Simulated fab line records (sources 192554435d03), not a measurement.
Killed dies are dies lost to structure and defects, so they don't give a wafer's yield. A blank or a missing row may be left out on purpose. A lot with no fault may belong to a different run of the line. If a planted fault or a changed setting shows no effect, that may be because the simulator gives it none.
fab line records ; flow n5-finfet ; part 1 of 2: steps 1 to 22 of 30
[record] lots = 5; wafers = 15; last-day = 15
route steps=1938 shown FIN_SAQP@99
lots that met no fault: from a run of the same line without faults
start-h: hours from the record's opening day to when the first of the lot's shown wafers began ; wait-h: time in hours since the lot's previous step ; " identical to the entry in the row above ; L1.1+2: a row that stands for several wafers ; - no value, or no start was given ; * or withheld: withheld ; < > ~ a bound
route shown NAME@n: NAME is a module with steps in the file, n the number in the route of the first one ; usual: average and standard deviation across the fault-free wafers ; same: alike in all rows ; chamber/n: place in a boat ; sites: the reading at each site ; _std_site: standard deviation of those values ; _edge_site: outer sites' mean less inner sites' ; radius-mm: how far each site lies from the wafer's centre ; mask NAME#n: copy n ; behind: the tool/chamber that last shaped the wafer ; hold: why the lot went on hold/how many hours it stayed there/how the hold came to an end ; device: transistor that didn't switch, given as n, p or np ; end of line: the same wafers' tests at the end of the route ; step lacking rows: just its recipe ; killed: dies lost to structure and defects at the first sort, not the wafer's yield ; map: the dies of a wafer, with x for killed, . for not killed, _ for no die there
set.NAME: the run value of the setting; set.NAME@STEP: its run value at that earlier step ; model.NAME: the simulator's own value behind a step, which no gauge read
lots seen at some steps along the route; tables by step, rows by wafer
services: the hour from which a tool's chamber was out of use, counted from the record's first day as start-h (under 0 if before that day), plus the number of hours and why
[[steps]]
[step N5_FIN_SAQP_PECVD_48]
[recipe] material = SiNx; target-thk-a = 250; temp-c = 400; precursor = SiH4/NH3/N2; pressure-torr = 1.5; rf-w = 300; time-s = 22.1
[usual] heater-power-w = 722/100; showerhead-plenum-p-Torr = 5.17/0.071; throttle-valve-pct = 40.9/2.6
lot.wafer;tool;chamber;start-h;wait-h;heater-power-w;showerhead-plenum-p-Torr;throttle-valve-pct
L081.1;pecvd-01;2;64.32;0.0;653;5.19;40.5
L081.4;pecvd-01;0;64.32;0.0;721;5.34;44.6
L081.6;pecvd-01;1;64.32;0.0;761;5.14;40.2
L082.2;pecvd-03;2;69.48;0.0;894;5.10;38.3
L082.3;pecvd-03;1;69.48;0.0;618;5.19;37.2
L082.5;pecvd-03;0;69.48;0.0;706;5.11;45.1
L084.3;pecvd-03;2;82.56;0.0;825;5.10;38.2
L084.5;pecvd-03;0;82.56;0.0;686;5.12;44.8
L084.6;pecvd-03;1;82.56;0.0;620;5.20;36.9
L085.1;pecvd-04;0;90.14;0.0;752;5.15;39.6
L085.3;pecvd-04;2;90.14;0.0;739;5.13;40.1
L085.4;pecvd-04;1;90.14;0.0;975;5.06;41.1
L087.1;pecvd-04;2;100.26;0.0;688;5.13;40.5
L087.2;pecvd-04;0;100.26;0.0;632;5.14;39.2
L087.5;pecvd-04;0;100.26;0.0;643;5.16;39.5
[step N5_FIN_SAQP_PECVD_06]
[recipe] material = a-Si; target-thk-a = 600; temp-c = 400; precursor = SiH4/He; pressure-torr = 3; rf-w = 100; time-s = 48.1
[usual] heater-power-w = 796/99; showerhead-plenum-p-Torr = 5.68/0.052; throttle-valve-pct = 18.6/1.2
lot.wafer;tool;chamber;start-h;wait-h;heater-power-w;showerhead-plenum-p-Torr;throttle-valve-pct
L081.1;pecvd-01;2;64.36;0.0;757;5.70;18.5
L081.4;pecvd-01;0;64.36;0.0;780;5.80;20.3
L081.6;pecvd-01;1;64.36;0.0;783;5.67;18.5
L082.2;pecvd-03;2;69.52;0.0;871;5.65;17.4
L082.3;pecvd-03;1;69.52;0.0;597;5.71;16.8
L082.5;pecvd-03;0;69.52;0.0;778;5.64;20.3
L084.3;pecvd-03;2;82.60;0.0;911;5.64;17.4
L084.5;pecvd-03;0;82.60;0.0;782;5.65;20.3
L084.6;pecvd-03;1;82.60;0.0;714;5.71;16.9
L085.1;pecvd-04;0;90.18;0.0;866;5.67;17.8
L085.3;pecvd-04;2;90.18;0.0;806;5.66;18.7
L085.4;pecvd-04;1;90.18;0.0;928;5.61;18.7
L087.1;pecvd-04;2;100.30;0.0;793;5.66;18.4
L087.2;pecvd-04;0;100.30;0.0;825;5.67;17.8
L087.5;pecvd-04;0;100.30;0.0;800;5.68;18.1
[step N5_FIN_SAQP_THK_MEAS_07]
[usual] thk-nm = 60.2/0.82
lot.wafer;tool;chamber;start-h;wait-h;thk-nm
L081.1;film-metro-01;-;64.45;0.1;58.9
L081.4;film-metro-01;-;64.45;0.1;60.5
L081.6;film-metro-01;-;64.45;0.1;60.3
L082.2;film-metro-01;-;69.61;0.1;59.2
L082.3;film-metro-01;-;69.61;0.1;59.8
L082.5;film-metro-01;-;69.61;0.1;60.4
L084.3;film-metro-01;-;82.69;0.1;59.5
L084.5;film-metro-01;-;82.69;0.1;61.7
L084.6;film-metro-01;-;82.69;0.1;61.4
L085.1;film-metro-02;-;90.27;0.1;60.5
L085.3;film-metro-02;-;90.27;0.1;59.6
L085.4;film-metro-02;-;90.27;0.1;60.3
L087.1;film-metro-01;-;100.39;0.1;59.4
L087.2;film-metro-01;-;100.39;0.1;59.9
L087.5;film-metro-01;-;100.39;0.1;61.4
[step N5_FIN_SAQP_HM_DEP_72]
[recipe] material = SiO2; target-thk-a = 120; temp-c = 400; precursor = SiH4/N2O; pressure-torr = 0.75; rf-w = 275; time-s = 7.2
[usual] heater-power-w = 740/98; showerhead-plenum-p-Torr = 8.18/0.14
lot.wafer;tool;chamber;start-h;wait-h;heater-power-w;showerhead-plenum-p-Torr
L081.1;pecvd-04;0;64.49;0.0;737;8.18
L081.4;pecvd-04;2;64.49;0.0;711;8.10
L081.6;pecvd-04;1;64.49;0.0;907;7.99
L082.2;pecvd-01;2;69.65;0.0;629;8.21
L082.3;pecvd-01;1;69.65;0.0;666;8.16
L082.5;pecvd-01;1;69.65;0.0;671;8.17
L084.3;pecvd-04;1;82.73;0.0;946;8.00
L084.5;pecvd-04;2;82.73;0.0;717;8.15
L084.6;pecvd-04;1;82.73;0.0;930;8.03
L085.1;pecvd-01;0;90.31;0.0;751;8.51
L085.3;pecvd-01;1;90.31;0.0;621;8.16
L085.4;pecvd-01;0;90.31;0.0;750;8.53
L087.1;pecvd-03;2;100.43;0.0;878;8.10
L087.2;pecvd-03;0;100.43;0.0;760;8.09
L087.5;pecvd-03;1;100.43;0.0;550;8.27
[step N5_FIN_SAQP_COAT_49]
[recipe] resist = SOC; temp-c = 250; time-s = 60; spin-rpm = 1500; resist-thk-nm = 100
lot.wafer;tool;chamber;start-h;wait-h
L081.1+4+6;litho-track-02;0;64.56;0.1
L082.2+3+5;litho-track-03;0;69.72;0.1
L084.3+5+6;litho-track-02;0;82.80;0.1
L085.1+3+4;litho-track-01;0;90.38;0.1
L087.1+2+5;litho-track-01;0;100.50;0.1
[step N5_FIN_SAQP_COAT_50]
[recipe] resist = SiARC; temp-c = 220; time-s = 60; spin-rpm = 1500; resist-thk-nm = 35
lot.wafer;tool;chamber;start-h;wait-h
L081.1+4+6;litho-track-02;0;-;-
L082.2+3+5;litho-track-03;0;-;-
L084.3+5+6;litho-track-02;0;-;-
L085.1+3+4;litho-track-01;0;-;-
L087.1+2+5;litho-track-01;0;-;-
[step N5_FIN_SAQP_COAT_10]
[recipe] resist = CAR-ArF; spin-rpm = 1500; resist-thk-nm = 90
lot.wafer;tool;chamber;start-h;wait-h
L081.1+4+6;litho-track-02;0;-;-
L082.2+3+5;litho-track-03;0;-;-
L084.3+5+6;litho-track-02;0;-;-
L085.1+3+4;litho-track-01;0;-;-
L087.1+2+5;litho-track-01;0;-;-
[step N5_FIN_SAQP_EBR_12]
[recipe] solvent = PGMEA; ebr-width-mm = 1.5
lot.wafer;tool;chamber;start-h;wait-h
L081.1+4+6;litho-track-02;0;-;-
L082.2+3+5;litho-track-03;0;-;-
L084.3+5+6;litho-track-02;0;-;-
L085.1+3+4;litho-track-01;0;-;-
L087.1+2+5;litho-track-01;0;-;-
[step N5_FIN_SAQP_SOFTBAKE_11]
[recipe] temp-c = 110; time-s = 60; resist = CAR-ArF
lot.wafer;tool;chamber;start-h;wait-h
L081.1+4+6;litho-track-02;0;-;-
L082.2+3+5;litho-track-03;0;-;-
L084.3+5+6;litho-track-02;0;-;-
L085.1+3+4;litho-track-01;0;-;-
L087.1+2+5;litho-track-01;0;-;-
[step N5_FIN_SAQP_EXPOSE_13]
[recipe] mask-id = FIN_CORE; na = 1.35; source-shape = dipole; sigma-inner = 0.538; sigma-outer = 0.738; polarization = te; target-cd-nm = 35.6; dose-mj = 63.25
[usual] stage-vel-mm-s = 500.03/0.26
lot.wafer;tool;chamber;start-h;wait-h;mask;stage-vel-mm-s
L081.1;arfi-scanner-03;0;64.81;-;FIN_CORE#0;500.20
L081.4;arfi-scanner-03;0;64.81;-;FIN_CORE#0;500.03
L081.6;arfi-scanner-03;0;64.81;-;FIN_CORE#0;500.15
L082.2;arfi-scanner-03;0;69.85;-;FIN_CORE#0;499.91
L082.3;arfi-scanner-03;0;69.85;-;FIN_CORE#0;499.72
L082.5;arfi-scanner-03;0;69.85;-;FIN_CORE#0;499.64
L084.3;arfi-scanner-01;0;83.06;-;FIN_CORE#0;499.93
L084.5;arfi-scanner-01;0;83.06;-;FIN_CORE#0;500.12
L084.6;arfi-scanner-01;0;83.06;-;FIN_CORE#0;500.27
L085.1;arfi-scanner-02;0;91.27;-;FIN_CORE#0;500.01
L085.3;arfi-scanner-02;0;91.27;-;FIN_CORE#0;499.51
L085.4;arfi-scanner-02;0;91.27;-;FIN_CORE#0;500.15
L087.1;arfi-scanner-03;0;100.62;-;FIN_CORE#0;500.27
L087.2;arfi-scanner-03;0;100.62;-;FIN_CORE#0;500.12
L087.5;arfi-scanner-03;0;100.62;-;FIN_CORE#0;500.15
[step N5_FIN_SAQP_PEB_14]
[recipe] peb-temp-c = withheld; peb-time-s = 60; resist = CAR-ArF
lot.wafer;tool;chamber;start-h;wait-h
L081.1+4+6;litho-track-03;0;64.87;0.1
L082.2+3+5;litho-track-01;0;69.90;0.0
L084.3+5+6;litho-track-03;0;83.11;0.0
L085.1+3+4;litho-track-02;0;91.33;0.1
L087.1+2+5;litho-track-03;0;100.68;0.1
[step N5_FIN_SAQP_DEVELOP_15]
[recipe] develop-time-s = 30; developer = TMAH; resist = CAR-ArF; dev-temp-c = 23; rinse-liquid = diw; dry = air-spin
lot.wafer;tool;chamber;start-h;wait-h
L081.1+4+6;litho-track-03;0;-;-
L082.2+3+5;litho-track-01;0;-;-
L084.3+5+6;litho-track-03;0;-;-
L085.1+3+4;litho-track-02;0;-;-
L087.1+2+5;litho-track-03;0;-;-
[step N5_FIN_SAQP_CD_MEAS_16]
[recipe] target-cd-nm = 35.6; landing-energy-ev = 500; detector = se-inlens
[usual] cd-nm = 35.7/0.39
lot.wafer;tool;chamber;start-h;wait-h;cd-nm
L081.1;cd-sem-03;0;64.93;-;35.5
L081.4;cd-sem-03;0;64.93;-;35.8
L081.6;cd-sem-03;0;64.93;-;35.6
L082.2;cd-sem-01;0;69.97;-;35.9
L082.3;cd-sem-01;0;69.97;-;35.5
L082.5;cd-sem-01;0;69.97;-;35.5
L084.3;cd-sem-03;0;83.18;-;35.6
L084.5;cd-sem-03;0;83.18;-;34.9
L084.6;cd-sem-03;0;83.18;-;34.9
L085.1;cd-sem-02;0;91.40;-;35.7
L085.3;cd-sem-02;0;91.40;-;36.1
L085.4;cd-sem-02;0;91.40;-;35.6
L087.1;cd-sem-01;0;100.75;-;35.2
L087.2;cd-sem-01;0;100.75;-;35.3
L087.5;cd-sem-01;0;100.75;-;35.3
[step N5_FIN_SAQP_OVL_MEAS_17]
[recipe] points-per-wafer = 44
[usual] FIN_CORE_OVL = -0.2/0.8
lot.wafer;tool;chamber;start-h;wait-h;FIN_CORE_OVL[nm]
L081.1;overlay-01;0;64.97;0.0;-0.8
L081.4;overlay-01;0;64.97;0.0;-0.4
L081.6;overlay-01;0;64.97;0.0;-0.1
L082.2;overlay-02;0;70.01;0.0;-0.7
L082.3;overlay-02;0;70.01;0.0;-0.1
L082.5;overlay-02;0;70.01;0.0;0.7
L084.3;overlay-02;0;83.22;0.0;-0.9
L084.5;overlay-02;0;83.22;0.0;-1.6
L084.6;overlay-02;0;83.22;0.0;0.6
L085.1;overlay-02;0;91.44;0.0;0.4
L085.3;overlay-02;0;91.44;0.0;0.3
L085.4;overlay-02;0;91.44;0.0;0.1
L087.1;overlay-01;0;100.79;0.0;-1.3
L087.2;overlay-01;0;100.79;0.0;-0.4
L087.5;overlay-01;0;100.79;0.0;-0.8
[step N5_FIN_SAQP_INSPECT_18]
[recipe] mode = adi; inspect-instrument = brightfield
[usual] raw-defect-count = 393/100
lot.wafer;tool;chamber;start-h;wait-h;raw-defect-count
L081.1;defect-inspect-02;-;65.00;0.0;360
L081.4;defect-inspect-02;-;65.00;0.0;327
L081.6;defect-inspect-02;-;65.00;0.0;235
L082.2;defect-inspect-02;-;70.03;0.0;251
L082.3;defect-inspect-02;-;70.03;0.0;308
L082.5;defect-inspect-02;-;70.03;0.0;331
L084.3;defect-inspect-02;-;83.24;0.0;536
L084.5;defect-inspect-02;-;83.24;0.0;350
L084.6;defect-inspect-02;-;83.24;0.0;477
L085.1;defect-inspect-01;-;91.46;0.0;559
L085.3;defect-inspect-01;-;91.46;0.0;751
L085.4;defect-inspect-01;-;91.46;0.0;499
L087.1;defect-inspect-02;-;100.81;0.0;525
L087.2;defect-inspect-02;-;100.81;0.0;570
L087.5;defect-inspect-02;-;100.81;0.0;413
[step N5_FIN_SAQP_DESCUM_21]
[recipe] chemistry = O2; time-s = 7.9; source-power-w = 50; bias-power-w = 20; pressure-mtorr = 20; rf-frequency-hz = 2.712e+07; temp-c = 40; resist = CAR-ArF; o2-flow-sccm = 225
[usual] drypump-motor-current-A = 5.7/0.54; oes-product-au = 0.83/0.088; rf-vpp-V = 243.4/1.5; showerhead-plenum-p-Torr = 2.10/0.088; throttle-valve-pct = 20.39/0.18
lot.wafer;tool;chamber;start-h;wait-h;drypump-motor-current-A;oes-product-au;rf-hours-counter-h;rf-vpp-V;showerhead-plenum-p-Torr;throttle-valve-pct
L081.1;rie-diel-06;1;65.03;0.0;6.7;0.83;75;242.6;2.02;20.43
L081.4;rie-diel-06;0;65.03;0.0;5.3;0.67;256;241.7;1.99;20.83
L081.6;rie-diel-06;0;65.03;0.0;5.3;0.67;-;242.3;1.99;20.83
L082.2;rie-diel-06;1;70.72;0.7;6.6;0.83;78;243.1;2.02;20.42
L082.3;rie-diel-06;3;70.72;0.7;5.1;0.92;22;245.8;2.21;20.27
L082.5;rie-diel-06;3;70.72;0.7;5.1;0.92;-;246.2;2.21;20.26
L084.3;rie-diel-01;1;83.29;0.1;5.3;0.73;175;242.6;2.09;20.46
L084.5;rie-diel-01;2;83.29;0.1;6.4;0.73;-;241.7;2.05;20.38
L084.6;rie-diel-01;0;83.29;0.1;6.1;0.74;-;240.8;1.99;20.53
L085.1;rie-diel-02;2;91.70;0.2;5.8;0.84;46;245.4;2.24;20.40
L085.3;rie-diel-02;1;91.70;0.2;5.6;0.90;27;244.7;2.14;20.15
L085.4;rie-diel-02;3;91.70;0.2;4.7;0.88;38;242.9;2.04;20.44
L087.1;rie-diel-06;0;100.92;0.1;5.3;0.94;2;245.1;2.25;20.51
L087.2;rie-diel-06;2;100.92;0.1;5.4;0.93;16;246.4;2.23;20.47
L087.5;rie-diel-06;0;100.92;0.1;5.3;0.94;-;245.0;2.25;20.49
[step N5_FIN_SAQP_ETCH_51]
[recipe] chemistry = CF4; target = SiARC; target-depth-a = 455; mask-material = CAR-ArF; time-s = 75.8; ion-energy-ev = 80; pressure-mtorr = 40; source-w = 545; bias-w = 36; Ar_flow_sccm = 100; cf4-flow-sccm = 100; ends = cleared
[usual] drypump-motor-current-A = 5.7/0.54; etch-rf-on-time-s = 75.1/1.4; oes-product-au = 0.71/0.076; rf-vpp-V = 184.2/1.3; showerhead-plenum-p-Torr = 2.15/0.078; throttle-valve-pct = 15.57/0.22
lot.wafer;tool;chamber;start-h;wait-h;drypump-motor-current-A;etch-rf-on-time-s;oes-product-au;rf-hours-counter-h;rf-vpp-V;showerhead-plenum-p-Torr;throttle-valve-pct
L081.1;rie-diel-06;1;65.07;0.0;6.7;76.3;0.71;75;183.6;2.07;15.59
L081.4;rie-diel-06;0;65.07;0.0;5.3;77.5;0.58;256;183.8;2.02;15.92
L081.6;rie-diel-06;0;65.07;0.0;5.3;77.4;0.58;-;182.4;2.02;15.92
L082.2;rie-diel-06;1;70.76;0.0;6.7;76.5;0.71;78;182.8;2.07;15.59
L082.3;rie-diel-06;3;70.76;0.0;5.2;73.4;0.78;22;185.4;2.26;15.39
L082.5;rie-diel-06;3;70.76;0.0;5.1;73.5;0.79;-;184.6;2.26;15.39
L084.3;rie-diel-01;1;83.33;0.0;5.3;76.0;0.62;175;183.2;2.14;15.74
L084.5;rie-diel-01;2;83.33;0.0;6.4;75.1;0.62;-;182.5;2.12;15.78
L084.6;rie-diel-01;0;83.33;0.0;6.0;73.0;0.65;-;182.8;2.06;15.85
L085.1;rie-diel-02;2;91.73;0.0;5.8;76.0;0.73;46;185.0;2.25;15.31
L085.3;rie-diel-02;1;91.73;0.0;5.6;73.6;0.78;27;185.6;2.19;15.31
L085.4;rie-diel-02;3;91.73;0.0;4.8;76.1;0.74;38;183.8;2.09;15.63
L087.1;rie-diel-06;0;100.95;0.0;5.3;76.6;0.81;2;186.0;2.27;15.41
L087.2;rie-diel-06;2;100.95;0.0;5.4;73.9;0.79;16;183.5;2.26;15.51
L087.5;rie-diel-06;0;100.95;0.0;5.3;75.6;0.81;-;185.5;2.27;15.41
[step N5_FIN_SAQP_ETCH_52]
[recipe] chemistry = N2/H2; target = SOC; target-depth-a = 1000; overetch-a = 200; mask-material = SiARC; temp-c = 40; time-s = 150; ion-energy-ev = 200; pressure-mtorr = 30; source-w = 840; bias-w = 150; n2-flow-sccm = 200; h2-flow-sccm = 200; ends = end-point
[usual] drypump-motor-current-A = 5.7/0.54; oes-product-au = 0.74/0.077; rf-vpp-V = 524.2/2.9; showerhead-plenum-p-Torr = 2.56/0.1; throttle-valve-pct = 17.76/0.2
lot.wafer;tool;chamber;start-h;wait-h;drypump-motor-current-A;oes-product-au;rf-hours-counter-h;rf-vpp-V;showerhead-plenum-p-Torr;throttle-valve-pct
L081.1;rie-diel-06;1;65.12;0.0;6.6;0.75;75;521.0;2.47;17.91
L081.4;rie-diel-06;0;65.12;0.0;5.3;0.61;256;519.2;2.40;18.11
L081.6;rie-diel-06;0;65.12;0.0;5.3;0.61;-;519.9;2.40;18.12
L082.2;rie-diel-06;1;70.81;0.0;6.7;0.75;78;522.3;2.47;17.93
L082.3;rie-diel-06;3;70.81;0.0;5.1;0.81;22;527.8;2.68;17.53
L082.5;rie-diel-06;3;70.81;0.0;5.1;0.81;-;528.3;2.68;17.52
L084.3;rie-diel-01;1;83.38;0.0;5.3;0.65;175;522.0;2.54;17.93
L084.5;rie-diel-01;2;83.38;0.0;6.4;0.64;-;523.4;2.50;17.82
L084.6;rie-diel-01;0;83.38;0.0;6.1;0.66;-;522.3;2.43;17.97
L085.1;rie-diel-02;2;91.79;0.0;5.7;0.76;46;527.0;2.71;17.66
L085.3;rie-diel-02;1;91.79;0.0;5.6;0.79;27;525.1;2.59;17.44
L085.4;rie-diel-02;3;91.79;0.0;4.8;0.78;38;520.8;2.47;17.71
L087.1;rie-diel-06;0;101.01;0.0;5.3;0.86;2;529.2;2.72;17.71
L087.2;rie-diel-06;2;101.01;0.0;5.4;0.82;16;528.7;2.71;17.81
L087.5;rie-diel-06;0;101.01;0.0;5.3;0.86;-;528.3;2.72;17.69
[step N5_FIN_SAQP_STRIP_53]
[recipe] chemistry = N2/H2; temp-c = 40; n2-flow-sccm = 200; h2-flow-sccm = 200; rf-frequency-hz = 6e+07
lot.wafer;tool;chamber;start-h;wait-h
L081.1+4+6;rie-diel-06;1,0,0;65.22;0.0
L082.2+3+5;rie-diel-06;1,3,3;70.91;0.0
L084.3+5+6;rie-diel-01;1,2,0;83.48;0.0
L085.1+3+4;rie-diel-02;2,1,3;91.88;0.0
L087.1+2+5;rie-diel-06;0,2,0;101.11;0.0
[step N5_FIN_SAQP_HM_OPEN_73]
[recipe] chemistry = CHF3/O2; target = SiO2; stop-on = a-Si; target-depth-a = 120; over-etch-frac = 1.8; mask-material = SOC; time-s = 16.8; pressure-mtorr = 30; source-w = 650; bias-w = 170; Ar_flow_sccm = 200; CHF3_flow_sccm = 50; O2_flow_sccm = 5; ion-energy-ev = 200; ends = end-point
[usual] O2_flow_sccm = 5.000/0.014; drypump-motor-current-A = 5.7/0.55; oes-product-au = 0.50/0.052; rf-vpp-V = 523/5.3; showerhead-plenum-p-Torr = 2.42/0.093; throttle-valve-pct = 18.77/0.19
lot.wafer;tool;chamber;start-h;wait-h;O2_flow_sccm;drypump-motor-current-A;oes-product-au;rf-hours-counter-h;rf-vpp-V;showerhead-plenum-p-Torr;throttle-valve-pct
L081.1;rie-diel-06;1;65.23;0.0;5.009;6.7;0.50;75;524;2.32;18.77
L081.4;rie-diel-06;0;65.23;0.0;4.999;5.3;0.41;256;524;2.27;19.10
L081.6;rie-diel-06;0;65.23;0.0;4.986;5.3;0.41;-;521;2.27;19.10
L082.2;rie-diel-06;1;70.92;0.0;5.019;6.7;0.50;78;525;2.32;18.78
L082.3;rie-diel-06;3;70.92;0.0;4.978;5.1;0.55;22;538;2.54;18.67
L082.5;rie-diel-06;3;70.92;0.0;5.002;5.1;0.55;-;534;2.54;18.67
L084.3;rie-diel-01;1;83.49;0.0;5.020;5.3;0.43;175;522;2.40;18.84
L084.5;rie-diel-01;2;83.49;0.0;5.001;6.4;0.44;-;520;2.37;18.90
L084.6;rie-diel-01;0;83.49;0.0;5.017;6.1;0.45;-;517;2.31;18.99
L085.1;rie-diel-02;2;91.89;0.0;5.005;5.7;0.50;46;515;2.54;18.62
L085.3;rie-diel-02;1;91.89;0.0;4.977;5.6;0.53;27;521;2.44;18.47
L085.4;rie-diel-02;3;91.89;0.0;4.991;4.7;0.52;38;523;2.34;18.82
L087.1;rie-diel-06;0;101.12;0.0;5.017;5.3;0.56;2;531;2.56;18.71
L087.2;rie-diel-06;2;101.12;0.0;5.013;5.4;0.56;16;530;2.56;18.85
L087.5;rie-diel-06;0;101.12;0.0;4.992;5.3;0.57;-;531;2.56;18.73
[step N5_FIN_SAQP_STRIP_74]
[recipe] chemistry = CHF3/O2; resist = SiARC; rf-frequency-hz = 6e+07
lot.wafer;tool;chamber;start-h;wait-h
L081.1+4+6;rie-diel-06;1,0,0;65.28;0.0
L082.2+3+5;rie-diel-06;1,3,3;70.97;0.0
L084.3+5+6;rie-diel-01;1,2,0;83.54;0.0
L085.1+3+4;rie-diel-02;2,1,3;91.95;0.0
L087.1+2+5;rie-diel-06;0,2,0;101.17;0.0
[step N5_FIN_SAQP_MANDREL_ETCH_22]
[recipe] target-depth-a = 600; chemistry = HBr/Cl2; target = a-Si; stop-on = SiNx; bt-time-s = 10; over-etch-frac = 0.5; time-s = 30; pressure-mtorr = 10; icp-w = 800; bias-w = 75; HBr_flow_sccm = 150; Cl2_flow_sccm = 80; ends = end-point
[usual] drypump-motor-current-A = 5.7/0.42; oes-product-au = 0.762/0.016; throttle-valve-pct = 35.4/0.31
lot.wafer;tool;chamber;start-h;wait-h;drypump-motor-current-A;oes-product-au;rf-hours-counter-h;throttle-valve-pct
L081.1;rie-si-03;0;65.32;0.0;5.7;0.762;99;35.1
L081.4;rie-si-03;3;65.32;0.0;5.7;0.737;59;35.5
L081.6;rie-si-03;2;65.32;0.0;6.2;0.752;-;35.6
L082.2;rie-si-03;3;71.00;0.0;5.7;0.733;59;35.5
L082.3;rie-si-03;2;71.00;0.0;6.2;0.735;186;35.7
L082.5;rie-si-03;2;71.00;0.0;6.2;0.746;-;35.7
L084.3;rie-si-02;3;83.57;0.0;5.4;0.767;117;34.7
L084.5;rie-si-02;0;83.57;0.0;5.1;0.785;-;35.4
L084.6;rie-si-02;1;83.57;0.0;5.2;0.774;-;35.8
L085.1;rie-si-03;3;91.98;0.0;5.7;0.749;59;35.5
L085.3;rie-si-03;2;91.98;0.0;6.2;0.740;186;35.6
L085.4;rie-si-03;0;91.98;0.0;5.7;0.777;99;35.1
L087.1;rie-si-03;3;101.20;0.0;5.7;0.738;59;35.5
L087.2;rie-si-03;1;101.20;0.0;5.8;0.764;4;35.6
L087.5;rie-si-03;3;101.20;0.0;5.7;0.757;-;35.5
